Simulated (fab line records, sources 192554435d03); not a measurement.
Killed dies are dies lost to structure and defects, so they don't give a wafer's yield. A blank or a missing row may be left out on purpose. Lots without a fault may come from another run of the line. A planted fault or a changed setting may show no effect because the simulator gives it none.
fab line records | flow n5_finfet
record lots=6 wafers=17 last_day=18
route steps=1938 shown BEOL_M4@1074 PASSIVATION@1936
lots that met no fault: from a run of the same line without faults
start_h: hours from the record's first day to the start of the lot's first wafer shown | wait_h: hours since the lot's step before | " the same as in the row above | L1.1+2: a row that stands for several wafers | - no value, or no start given | * or withheld: withheld | < > ~ a bound
route shown NAME@n: a module of which the file shows steps, and the number in the route of the first | usual: mean/standard deviation of fault-free wafers | same: alike in all rows | chamber/n: place in a boat | sites: the reading at each site | _std_site: their standard deviation | _edge_site: outer sites' mean less inner sites' | radius_mm: how far each site lies from the wafer's centre | mask NAME#n: copy n | behind: the tool/chamber that last shaped the wafer | hold: why the lot was held/for how many hours/how that ended | device: the transistor (n, p or np) that didn't switch | end of line: the same wafers' tests at the end of the route | a step without rows: its recipe alone | killed: dies lost to structure and defects at the first sort, not the wafer's yield | map: a wafer's dies, x killed, . not, _ none there
set.NAME: the setting as run; set.NAME@STEP: as run at that earlier step | model.NAME: the simulator's own value behind a step, which no gauge read
lots at some steps of the route; a table a step, a row a wafer
services: from which hour (start_h, from the record's first day; less than 0 if before it) a tool's chamber was out of use, for how many hours, and why
## steps
# step N5_BEOL_M4_HM_STRIP_39
# recipe chemistry=peroxide_tin_strip material=TiN target_depth_a=250 temp_c=50 time_s=158
# step N5_BEOL_M4_SRD_40
# recipe time_s=30 temp_c=23 rinse_liquid=diw dry=ipa_marangoni
# step N5_BEOL_M4_PRECLEAN_42
# recipe chemistry=residue_remover time_s=60 temp_c=40
# step N5_BEOL_M4_SRD_43
# recipe time_s=30 temp_c=23 rinse_liquid=diw dry=ipa_marangoni
# step N5_BEOL_M4_CD_MEAS_35
# recipe target_cd_nm=18 target_cd_y_nm=22.4 polarity=opening
# usual cd_nm=18.0/0.39
# columns lot.wafer tool chamber start_h wait_h cd_nm
L714.2 cd_sem-01 - 211.92 0.0 17.6
L714.4 " - " " 18.1
L714.5 " - " " 17.9
L715.2 cd_sem-03 - 212.42 0.0 18.0
L715.3 " - " " 17.9
L715.6 " - " " 17.3
L711.2 cd_sem-03 - 239.24 0.0 18.1
L711.3 " - " " 18.3
L711.6 " - " " 18.6
L716.1 cd_sem-02 - 242.92 0.0 18.7
L716.2 " - " " 18.3
L716.4 " - " " 18.1
L727.3 cd_sem-02 - 300.96 0.0 17.3
L727.6 " - " " 17.7
L728.1 cd_sem-01 - 304.32 0.0 17.4
L728.2 " - " " 17.9
L728.3 " - " " 17.7
# step N5_BEOL_M4_DEGAS_44
# recipe ambient=vacuum temp_c=250 time_s=60
# usual heater_power_w=330/35
# columns lot.wafer tool chamber start_h wait_h heater_power_w
L714.2 pvd_sputter-02 - 211.96 0.0 338
L714.4 " - " " 304
L714.5 " - " " 331
L715.2 pvd_sputter-01 - 212.46 0.0 310
L715.3 " - " " 397
L715.6 " - " " 389
L711.2 pvd_sputter-01 - 239.70 0.5 379
L711.3 " - " " 268
L711.6 " - " " 310
L716.1 pvd_sputter-03 - 244.49 1.6 366
L716.2 " - " " 396
L716.4 " - " " 332
L727.3 pvd_sputter-01 - 301.27 0.3 265
L727.6 " - " " 314
L728.1 pvd_sputter-02 - 304.89 0.6 322
L728.2 " - " " 299
L728.3 " - " " 332
# step N5_BEOL_M4_PRE_CLEAN_45
# recipe gas=H2/He time_s=30 temp_c=250
# usual heater_power_w=330/36
# columns lot.wafer tool chamber start_h wait_h heater_power_w
L714.2 pvd_sputter-02 - 212.00 0.0 324
L714.4 " - " " 308
L714.5 " - " " 321
L715.2 pvd_sputter-01 - 212.50 0.0 306
L715.3 " - " " 398
L715.6 " - " " 382
L711.2 pvd_sputter-01 - 239.74 0.0 385
L711.3 " - " " 263
L711.6 " - " " 310
L716.1 pvd_sputter-03 - 244.53 0.0 371
L716.2 " - " " 391
L716.4 " - " " 333
L727.3 pvd_sputter-01 - 301.31 0.0 267
L727.6 " - " " 310
L728.1 pvd_sputter-02 - 304.93 0.0 325
L728.2 " - " " 306
L728.3 " - " " 345
# step N5_BEOL_M4_ALD_84
# recipe material=TaN target_thk_a=* temp_c=275 ald_precursor_family=PDMAT ald_co_reactant=NH3 pressure_torr=3 carrier_flow_sccm=1500 pulse_time_s=2 purge_time_s=3 co_reactant_purge_time_s=2 co_reactant_pulse_time_s=3 ald_cycles=30 precursor_vessel_temp_c=75 precursor_vessel_pressure_torr=26.25 precursor_vessel_carrier_sccm=1000
# step N5_BEOL_M4_SURFACE_TREAT_85
# recipe gas=Ar time_s=* ion_energy_ev=* ion_current_ma_cm2=0.5 pressure_mtorr=* ar_flow_sccm=30
# usual ar_flow_sccm=30.00/0.09 throttle_valve_pct=*
# columns lot.wafer tool chamber start_h wait_h ar_flow_sccm throttle_valve_pct
L714.2 pvd_sputter-03 - 212.30 0.1 29.92 *
L714.4 " - " " 30.02 *
L714.5 " - " " 30.07 *
L715.2 pvd_sputter-02 - 212.89 0.2 29.99 *
L715.3 " - " " 30.06 *
L715.6 " - " " 29.78 *
L711.2 pvd_sputter-02 - 240.59 0.5 30.09 *
L711.3 " - " " 29.96 *
L711.6 " - " " 29.99 *
L716.1 pvd_sputter-02 - 244.92 0.2 30.09 *
L716.2 " - " " 30.07 *
L716.4 " - " " 30.02 *
L727.3 pvd_sputter-03 - 301.77 0.3 30.06 *
L727.6 " - " " 30.02 *
L728.1 pvd_sputter-01 - 305.30 0.2 30.06 *
L728.2 " - " " 30.02 *
L728.3 " - " " 30.01 *
# step N5_BEOL_M4_CVD_47
# recipe material=Co target_thk_a=30 temp_c=withheld precursor=CCTBA/H2 pressure_torr=30 time_s=223.8
# step N5_BEOL_M4_SPUTTER_48
# recipe material=Cu target_thk_a=45 temp_c=-20 chamber_pressure_pa=0.07 power_w=withheld time_s=8.29
# usual chamber_pressure_pa=0.06999/0.00013 chuck_gas_flow_sccm=1.26/0.058 throttle_valve_pct=30.1/1.3
# columns lot.wafer tool chamber start_h wait_h chamber_pressure_pa chuck_gas_flow_sccm throttle_valve_pct
L714.2 pvd_sputter-03 - 212.55 0.1 0.06997 1.31 27.5
L714.4 " - " " 0.07014 1.27 30.2
L714.5 " - " " 0.06991 1.20 29.5
L715.2 pvd_sputter-01 - 214.53 1.3 0.07027 1.28 31.0
L715.3 " - " " 0.06989 1.23 29.7
L715.6 " - " " 0.06995 1.23 30.5
L711.2 pvd_sputter-02 - 240.83 0.1 0.06998 1.22 31.2
L711.3 " - " " 0.06994 1.17 29.9
L711.6 " - " " 0.06982 1.32 30.1
L716.1 pvd_sputter-02 - 245.14 0.1 0.06985 1.22 30.7
L716.2 " - " " 0.06995 1.27 29.9
L716.4 " - " " 0.07003 1.30 29.5
L727.3 pvd_sputter-01 - 302.02 0.1 0.06997 1.22 31.2
L727.6 " - " " 0.06983 1.42 29.6
L728.1 pvd_sputter-03 - 305.53 0.1 0.07002 1.25 29.6
L728.2 " - " " 0.06994 1.38 27.1
L728.3 " - " " 0.06993 1.31 30.3
# step N5_BEOL_M4_ANNEAL_49
# recipe temp_c=400 time_s=240 ambient=vacuum
# step N5_BEOL_M4_SPUTTER_79
# recipe material=Cu target_thk_a=45 temp_c=-20 chamber_pressure_pa=0.07 power_w=withheld time_s=8.29
# usual chamber_pressure_pa=0.07001/0.00014 chuck_gas_flow_sccm=1.26/0.046 throttle_valve_pct=30.1/1.3
# columns lot.wafer tool chamber start_h wait_h chamber_pressure_pa chuck_gas_flow_sccm throttle_valve_pct
L714.2 pvd_sputter-03 - 212.77 0.1 0.06987 1.23 27.6
L714.4 " - " " 0.0701 1.27 30.0
L714.5 " - " " 0.06979 1.17 29.5
L715.2 pvd_sputter-01 - 214.75 0.1 - - -
L715.3 " - " " - - -
L715.6 " - " " - - -
L711.2 pvd_sputter-02 - 241.05 0.1 0.07 1.23 31.1
L711.3 " - " " 0.06992 1.38 29.9
L711.6 " - " " 0.06991 1.28 30.2
L716.1 pvd_sputter-02 - 245.36 0.1 - - -
L716.2 " - " " - - -
L716.4 " - " " - - -
L727.3 pvd_sputter-01 - 302.24 0.1 0.07003 1.33 31.1
L727.6 " - " " 0.06989 1.25 29.7
L728.1 pvd_sputter-03 - 305.75 0.1 0.07011 1.21 29.7
L728.2 " - " " 0.07003 1.28 27.5
L728.3 " - " " 0.07033 1.23 29.9
# step N5_BEOL_M4_ANNEAL_80
# recipe temp_c=400 time_s=240 ambient=vacuum
# usual heater_power_w=829/88
# columns lot.wafer tool chamber start_h wait_h heater_power_w
L714.2 pvd_sputter-03 - 212.85 0.0 817
L714.4 " - " " 785
L714.5 " - " " 992
L715.2 pvd_sputter-01 - 214.83 0.0 969
L715.3 " - " " 774
L715.6 " - " " 660
L711.2 pvd_sputter-02 - 241.13 0.0 787
L711.3 " - " " 847
L711.6 " - " " 842
L716.1 pvd_sputter-02 - 245.44 0.0 829
L716.2 " - " " 832
L716.4 " - " " 832
L727.3 pvd_sputter-01 - 302.32 0.0 994
L727.6 " - " " 778
L728.1 pvd_sputter-03 - 305.83 0.0 970
L728.2 " - " " 841
L728.3 " - " " 795
# step N5_BEOL_M4_RC_MEAS_101
# usual DIBL_N=35.6/1.7 DIBL_P=35.0/2 IOFF_N=0.148/0.027 IOFF_P=0.19/0.032 ION_N=671/14 ION_P=460/9.1 SS_N=71.3/0.62 SS_P=73.0/0.64 VT_N=251/3.2 VT_P=-251.5/2.9
# columns lot.wafer tool chamber start_h wait_h DIBL_N[mV/V] DIBL_P[mV/V] IOFF_N[nA/um] IOFF_P[nA/um] ION_N[uA/um] ION_P[uA/um] SS_N[mV/dec] SS_P[mV/dec] VT_N[mV] VT_P[mV]
L714.2 prober-02 0 215.76 0.2 35.3 34.3 0.155 0.19 677 456 71.8 73.3 249 -252.8
L714.4 " 0 " " 33.4 31.3 0.121 0.15 666 453 70.4 71.9 253 -255.4
L714.5 " 0 " " 34.8 33.3 0.147 0.18 687 465 70.6 72.7 249 -249.8
L715.2 prober-02 0 217.54 0.2 35.8 35.0 0.158 0.20 664 453 71.6 73.7 250 -250.7
L715.3 " 0 " " 37.2 37.8 0.198 0.27 692 481 71.6 74.5 245 -244.9
L715.6 " 0 " " 34.9 34.9 0.145 0.21 679 471 71.1 73.0 252 -246.8
L711.2 prober-01 0 245.07 0.2 33.0 33.4 0.124 0.16 669 451 70.9 71.9 250 -253.5
L711.3 " 0 " " 29.8 30.2 0.090 0.13 653 445 69.7 72.0 257 -257.7
L711.6 " 0 " " 33.6 35.3 0.132 0.18 665 453 71.1 72.7 251 -250.8
L716.1 prober-01 0 248.00 0.0 37.2 37.7 0.218 0.29 691 477 71.8 74.5 242 -243.5
L716.2 " 0 " " 35.6 36.5 0.177 0.26 672 466 72.5 73.7 246 -245.6
L716.4 " 0 " " 34.0 34.0 0.146 0.21 679 463 71.8 73.2 252 -248.5
L727.3 prober-02 0 305.54 0.3 37.1 35.2 0.139 0.20 672 466 71.4 72.7 254 -249.0
L727.6 " 0 " " 36.0 34.7 0.131 0.19 667 458 71.0 73.1 252 -251.6
L728.1 prober-02 0 308.39 0.0 34.3 32.2 0.131 0.17 661 456 71.4 72.9 250 -251.8
L728.2 " 0 " " 38.1 37.4 0.208 0.26 696 476 72.1 73.8 245 -246.6
L728.3 " 0 " " 35.2 33.9 0.154 0.19 671 462 71.3 73.0 247 -250.4
# step N5_PASSIVATION_PROBE_49
# usual defect_limited_yield=91.2/1.6 killed_at_M0_to_M3=35/11 killed_at_M4_up=14/5.4 killed_at_contacts=13/6 killed_at_front_end=38/11 killed_at_other=3.4/2.6 killed_dies=104/19 killed_open=68/13 killed_short=34/8.5 sort_bin_5_function=5.1/1 sort_bin_6_memory=3.3/0.72 sort_bin_8_speed=0.1/0.9 sort_n_pass=1075/22 sort_yield_pct=91.1/1.9
# same gross_dies=1180 killed_at_back_side=0 sort_bin_4_leakage[%]=0
# columns lot.wafer tool chamber start_h wait_h defect_limited_yield[%] killed_at_M0_to_M3 killed_at_M4_up killed_at_contacts killed_at_front_end killed_at_other killed_dies killed_open killed_short sort_bin_5_function[%] sort_bin_6_memory[%] sort_bin_8_speed[%] sort_n_pass sort_yield_pct[%]
L715.2 prober-01 - 331.54 0.1 88.2 38 24 33 43 1 139 96 27 5.5 5.0 0 1041 88.2
L715.3 prober-01 - 331.59 0.1 91.4 30 26 19 27 0 102 77 20 5.5 3.0 0 1078 91.4
L715.6 prober-01 - 331.74 0.3 90.5 36 18 13 42 3 112 72 37 5.3 4.0 0 1068 90.5
L714.2 prober-01 - 333.53 0.1 91.4 41 22 4 34 1 102 70 32 4.8 3.6 0 1078 91.4
L714.4 prober-01 - 333.63 0.2 91.1 37 10 15 40 3 105 69 30 4.9 3.2 0 1075 91.1
L714.5 prober-01 - 333.68 0.2 93.3 29 14 4 30 2 79 49 29 4.5 2.0 0 1101 93.3
L716.1 prober-02 - 362.59 0.0 91.9 45 15 4 29 2 95 53 38 5.3 2.5 0 1085 91.9
L716.2 prober-02 - 362.64 0.1 90.0 46 15 4 50 3 118 66 48 5.3 4.0 0 1062 90.0
L716.4 prober-02 - 362.74 0.2 90.3 48 18 8 34 7 115 66 43 5.8 3.4 0 1065 90.3
L727.3 prober-01 - 409.07 0.1 89.3 45 10 29 40 2 126 82 43 6.7 3.8 0 1054 89.3
L727.6 prober-01 - 409.22 0.3 89.0 57 20 19 33 1 130 90 40 6.1 4.6 0 1050 89.0
L728.1 prober-01 - 422.17 0.4 93.6 17 16 10 28 4 75 47 27 3.7 2.4 0 1105 93.6
L728.2 prober-01 - 422.22 0.5 90.9 28 24 10 43 2 107 64 43 5.8 2.9 0 1073 90.9
L728.3 prober-01 - 422.27 0.5 92.5 27 18 8 29 6 88 62 24 4.2 2.9 0 1092 92.5
# killed by level:class
L715.2 MOL_CONTACT_COAG:geometric_particle:open=26 BEOL_M2:geometric_particle:open=16 HKMG_FIN:area_etch=12 FIN_SAQP:geometric_particle:open=10 MOL_CONTACT_COAG:geometric_particle:short=7 BEOL_M3:geometric_particle:open=6 STI_FIN_REVEAL:geometric_particle:open=5 BEOL_M1:geometric_particle:open=5
L715.3 MOL_CONTACT_COAG:geometric_particle:open=16 BEOL_M3:geometric_particle:open=9 BEOL_M5:geometric_particle:open=8 BEOL_M2:geometric_particle:open=7 BEOL_M4:geometric_particle:open=6 DUMMY_GATE:geometric_particle:open=5 BEOL_M2:geometric_particle:short=5 GATE_CUT:geometric_particle:open=4
L715.6 FIN_SAQP:geometric_particle:open=17 MOL_CONTACT_COAG:geometric_particle:open=10 FIN_SAQP:geometric_particle:short=8 BEOL_M3:geometric_particle:short=8 BEOL_M2:geometric_particle:open=7 BEOL_M4:geometric_particle:open=7 BEOL_M5:geometric_particle:open=6 BEOL_M0_SAQP:geometric_particle:short=5
L714.2 BEOL_M4:geometric_particle:open=11 BEOL_M0_SAQP:geometric_particle:short=9 BEOL_M3:geometric_particle:open=9 FIN_SAQP:geometric_particle:short=7 BEOL_M0_SAQP:geometric_particle:open=7 BEOL_M2:geometric_particle:open=7 FIN_SAQP:geometric_particle:open=6 STI_FIN_REVEAL:geometric_particle:open=4
L714.4 MOL_CONTACT_COAG:geometric_particle:open=11 BEOL_M2:geometric_particle:open=9 BEOL_M3:geometric_particle:open=8 BEOL_M1:geometric_particle:open=7 FIN_SAQP:geometric_particle:open=5 GATE_CUT:geometric_particle:short=5 BEOL_M2:geometric_particle:short=5 BEOL_M4:geometric_particle:open=5
L714.5 BEOL_M3:geometric_particle:open=11 FIN_SAQP:geometric_particle:short=8 BEOL_M0_SAQP:geometric_particle:short=6 GATE_CUT:geometric_particle:open=5 DUMMY_GATE:geometric_particle:open=4 GATE_CUT:geometric_particle:short=4 BEOL_M0_SAQP:geometric_particle:open=4 BEOL_M2:geometric_particle:open=4
L716.1 BEOL_M0_SAQP:geometric_particle:short=10 FIN_SAQP:geometric_particle:short=7 BEOL_M0_SAQP:geometric_particle:open=7 BEOL_M2:geometric_particle:open=7 BEOL_M1:geometric_particle:short=6 FIN_SAQP:geometric_particle:open=5 BEOL_M1:geometric_particle:open=5 BEOL_M4:geometric_particle:open=5
L716.2 BEOL_M0_SAQP:geometric_particle:short=17 BEOL_M0_SAQP:geometric_particle:open=15 FIN_SAQP:geometric_particle:open=13 STI_FIN_REVEAL:geometric_particle:open=11 FIN_SAQP:geometric_particle:short=8 BEOL_M4:geometric_particle:open=8 STARTING-WAFER:geometric_particle:short=7 BEOL_M3:geometric_particle:short=6
L716.4 BEOL_M0_SAQP:geometric_particle:short=18 BEOL_M0_SAQP:geometric_particle:open=10 FIN_SAQP:geometric_particle:open=9 BEOL_M4:geometric_particle:open=8 MOL_CONTACT_COAG:geometric_particle:open=7 FIN_SAQP:geometric_particle:short=5 STI_FIN_REVEAL:geometric_particle:open=5 BEOL_M2:geometric_particle:open=5
L727.3 MOL_CONTACT_COAG:geometric_particle:open=19 FIN_SAQP:geometric_particle:open=14 BEOL_M0_SAQP:geometric_particle:open=12 MOL_CONTACT_COAG:geometric_particle:short=10 BEOL_M2:geometric_particle:open=8 BEOL_M3:geometric_particle:short=8 BEOL_M3:geometric_particle:open=8 FIN_SAQP:geometric_particle:short=7
L727.6 MOL_CONTACT_COAG:geometric_particle:open=16 BEOL_M3:geometric_particle:open=16 BEOL_M4:geometric_particle:open=14 BEOL_M0_SAQP:geometric_particle:short=12 FIN_SAQP:geometric_particle:open=9 BEOL_M2:geometric_particle:open=8 BEOL_M0_SAQP:geometric_particle:open=8 FIN_SAQP:geometric_particle:short=7
L728.1 MOL_CONTACT_COAG:geometric_particle:open=7 BEOL_M2:geometric_particle:open=6 ILD0:geometric_particle:open=5 GATE_CUT:geometric_particle:open=5 ILD0:geometric_particle:short=4 GATE_CUT:geometric_particle:short=4 MOL_CONTACT_COAG:geometric_particle:short=3 BEOL_M0_SAQP:geometric_particle:open=3
L728.2 BEOL_M4:geometric_particle:open=13 BEOL_M0_SAQP:geometric_particle:open=12 FIN_SAQP:geometric_particle:short=11 BEOL_M0_SAQP:geometric_particle:short=10 FIN_SAQP:geometric_particle:open=9 STI_FIN_REVEAL:geometric_particle:open=9 MOL_CONTACT_COAG:geometric_particle:open=8 ILD0:geometric_particle:short=4
L728.3 STI_FIN_REVEAL:geometric_particle:open=10 BEOL_M0_SAQP:geometric_particle:open=9 BEOL_M0_SAQP:geometric_particle:short=9 MOL_CONTACT_COAG:geometric_particle:open=8 FIN_SAQP:geometric_particle:open=6 FIN_SAQP:geometric_particle:short=5 BEOL_M2:geometric_particle:open=5 BEOL_M4:geometric_particle:open=5
## services
# columns tool chamber start_h hours kind
pvd_sputter-02 - 207.13 4.6 repair
pvd_sputter-03 - 239.40 1.2 repair
## key
first_sign step=N5_BEOL_M4_SPUTTER_79 reading=tool_record direction=missing
effect none on later readings
met_at N5_BEOL_M4_SPUTTER_79
struck_wafers L715.2,L715.3,L715.6,L716.1,L716.2,L716.4
baseline_loss step=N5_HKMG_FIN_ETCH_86 wafers=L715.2
fault kind=skipped_step_whole tool=pvd_sputter-01,pvd_sputter-02 chamber=- onset_h=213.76 steps=N5_BEOL_M4_SPUTTER_79 scope=struck_lots_only
# baseline_loss: these wafers lose ten dies or more at that step, a loss of the line's own and not of a fault; the sort's usual values leave them out
